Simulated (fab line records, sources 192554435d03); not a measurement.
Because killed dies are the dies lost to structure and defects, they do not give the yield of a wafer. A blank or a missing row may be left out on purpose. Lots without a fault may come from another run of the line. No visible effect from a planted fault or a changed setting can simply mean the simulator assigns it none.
What tool caused it? | flow n5_finfet | 36 wafers from 12 lots sampled at 3 of the route's 1938 steps

== WHAT THE GAUGES SHOWED, per wafer ==
N5_BEOL_M0_OCD_MEAS_108.
lot  | measured     | on     | trench_depth_nm (nm)
L075 | day 6 09:53  | ocd-02 | 32.1 33.1 31.9
L077 | day 6 16:49  | ocd-02 | 33.7 33.4 32.9
L079 | day 7 04:28  | ocd-02 | 32.4 32.6 32.8
L081 | day 7 17:17  | ocd-01 | 32.5 32.4 32.3
L083 | day 8 06:20  | ocd-01 | 32.7 33.4 33.3
L085 | day 8 20:59  | ocd-01 | 32.6 31.8 32.4
L087 | day 9 03:49  | ocd-02 | 34.0 34.2 32.6
L089 | day 9 19:28  | ocd-01 | 33.3 32.7 33.2
L091 | day 10 03:52 | ocd-02 | 32.4 32.5 32.9
L093 | day 10 16:41 | ocd-01 | 32.0 32.7 32.1
L095 | day 10 23:25 | ocd-02 | 33.2 33.7 32.6
L097 | day 11 10:10 | ocd-02 | 32.3 32.2 32.9

== TOOL THAT RAN EACH LOT (tool first, then ch and the chambers of the sampled wafers, then the start) ==
lot  | N5_BEOL_M0_SAQP_STRIP_75           | N5_BEOL_M0_CUTY_ETCH_62
L075 | rie_diel-04 ch 0,1,3, day 6 05:44  | rie_diel-01 ch 0,1,3, day 6 07:25
L077 | rie_diel-05 ch 0,2,3, day 6 12:23  | rie_diel-01 ch 0,3, day 6 13:56
L079 | rie_diel-04 ch 1,2,3, day 7 02:42  | rie_diel-06 ch 2,3, day 7 03:05
L081 | rie_diel-03 ch 0,1,3, day 7 13:16  | rie_diel-06 ch 0,2, day 7 13:47
L083 | rie_diel-04 ch 0,1,3, day 8 04:44  | rie_diel-02 ch 0,1,2, day 8 05:24
L085 | rie_diel-05 ch 1,2, day 8 18:52    | rie_diel-02 ch 2,3, day 8 19:38
L087 | rie_diel-05 ch 0,1,2, day 9 01:35  | rie_diel-02 ch 1,2,3, day 9 02:31
L089 | rie_diel-05 ch 0,1,2, day 9 15:53  | rie_diel-02 ch 0,1,2, day 9 16:35
L091 | rie_diel-03 ch 2,3, day 10 01:22   | rie_diel-01 ch 0,1,2, day 10 01:59
L093 | rie_diel-03 ch 0,1, day 10 15:09   | rie_diel-01 ch 0,1,3, day 10 15:40
L095 | rie_diel-03 ch 0,1,3, day 10 21:24 | rie_diel-06 ch 0,1,2, day 10 21:55
L097 | rie_diel-03 ch 0,3, day 11 08:28   | rie_diel-02 ch 0,1, day 11 09:01
- N5_BEOL_M0_SAQP_STRIP_75: strips in CF4.
- N5_BEOL_M0_CUTY_ETCH_62: etches SiARC in CF4, time 58.5 s.

== THE ANSWER, worked out from the rows above alone ==
Rule: what is usual is taken from the lots themselves. The widest of any qualifying gaps counts: lots, ordered by their means at a reading, are off when they make up no more than a third of the lots, leave a main group of 4 or more, and stand apart from it by 3 or more times the standard deviation of that group's means. If all means in a main group match to the digits the tables above print for the reading, that group is not used. Also off: a lot with no number at a reading for which 4 or more lots have one. Where the step has rows for the other lots, those lots are counted as sound.
Across all readings shown, no lot is off: no conclusion can be drawn from this.

== WHAT THE SIMULATOR HAD INSERTED ==
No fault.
